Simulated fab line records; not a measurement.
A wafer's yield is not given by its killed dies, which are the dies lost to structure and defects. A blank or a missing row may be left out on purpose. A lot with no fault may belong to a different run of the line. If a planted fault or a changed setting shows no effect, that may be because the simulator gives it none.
Chamber matching | flow nandHarc | 3 sister chambers for NHARC_A_STAIRCASE_DEP_280 on pecvd-01
The step deposits SiON, target thk 30 nm. 6 wafers are shown with their chamber, then 7 later ones without.

## WAFERS, EACH WITH ITS CHAMBER
wafer  | chamber | showerheadVppV (V) | heaterPowerW (W)
L078.3 | 0       | 1193               | 724
L078.5 | 0       | 1190               | 726
L082.1 | 1       | 1142               | 706
L082.6 | 1       | 1123               | 713
L090.1 | 2       | 1137               | 794
L090.4 | 2       | 1138               | 822

## WAFERS MISSING THEIR CHAMBER
wafer  | showerheadVppV (V) | heaterPowerW (W)
L090.5 | 1155               | 814
L097.1 | 1124               | 678
L097.2 | 1134               | 852
L097.3 | 1172               | 748
L096.1 | 1138               | 755
L096.3 | 1121               | 704
L096.6 | 1131               | 709

## WHICH CHAMBER EACH WENT THROUGH
wafer  | from the rows above     | in truth
L090.5 | 2                       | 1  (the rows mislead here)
L097.1 | 1                       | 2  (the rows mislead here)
L097.2 | 2                       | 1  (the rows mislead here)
L097.3 | 0                       | 0
L096.1 | can't be placed: 1 or 2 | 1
L096.3 | 1                       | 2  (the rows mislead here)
L096.6 | 1                       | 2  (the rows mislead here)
1 of 7 placed correctly. These rows do not allow placing 1 (true chamber among the candidates in 1). Number placed wrongly: 5.
How it was worked out, from the rows above alone: a wafer's distance from a chamber is the root of the sum, over the readings, of the square of ((its reading less the chamber's mean) divided by the reading's scatter). The wafer belongs to the nearest chamber; if the next one is less than 2 further off, it can't be placed. For every chamber, the mean is computed from those of its wafers that are shown. The scatter: the root of (the sum of the squares of (reading less its chamber's mean) over the shown wafers, divided by (wafers less chambers)).
